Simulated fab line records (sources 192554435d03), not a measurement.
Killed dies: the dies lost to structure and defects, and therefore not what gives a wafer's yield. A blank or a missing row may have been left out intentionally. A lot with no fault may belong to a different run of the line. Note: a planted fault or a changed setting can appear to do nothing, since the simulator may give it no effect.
Chamber matching ; flow n5 finfet ; 4 sister chambers for N5_SDB_CMP_30 on cmp-01
The step polishes, stops on poly-Si, t overpolish 1.54 s, target thk 30 nm. 4 wafers are shown with their chamber, then 12 later ones without.

EACH WAFER AND ITS CHAMBER
wafer;chamber;motor current A (A)
L080.2;2;15.4
L084.6;0;12.6
L085.2;3;13.6
L085.6;1;15.5

WAFERS WHOSE CHAMBER IS MISSING
wafer;motor current A (A)
L090.3;15.1
L090.4;16.3
L090.5;16.1
L092.1;13.6
L092.2;16.1
L092.3;15.1
L093.2;14.8
L093.3;13.7
L093.4;16.9
L096.1;15.2
L096.2;13.0
L096.4;16.0

WHICH CHAMBER EACH ONE RAN IN
wafer;from the rows above;in truth
L090.3;can't be placed: 2 or 1 or 3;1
L090.4;can't be placed: 1 or 2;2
L090.5;can't be placed: 1 or 2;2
L092.1;can't be placed: 3 or 0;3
L092.2;can't be placed: 1 or 2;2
L092.3;can't be placed: 2 or 1 or 3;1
L093.2;can't be placed: 2 or 1 or 3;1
L093.3;can't be placed: 3 or 0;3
L093.4;can't be placed: 1 or 2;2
L096.1;can't be placed: 2 or 1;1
L096.2;can't be placed: 0 or 3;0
L096.4;can't be placed: 1 or 2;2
Correct placement for 0 of the 12. Cannot be placed on the basis of these rows: 12; the candidates contain the true chamber in 12. 0 placed wrongly.
How it was worked out, from the rows above alone: a wafer's distance from a chamber is the root of the sum, over the readings, of the square of ((its reading less the chamber's mean) divided by the reading's scatter). The wafer belongs to the nearest chamber; if the next one is less than 2 further off, it can't be placed. Each chamber's mean is taken over the wafers shown for it. The scatter (one wafer shown for each chamber): square how far every hidden wafer sits from the nearest shown wafer, average those squares and take the square root.
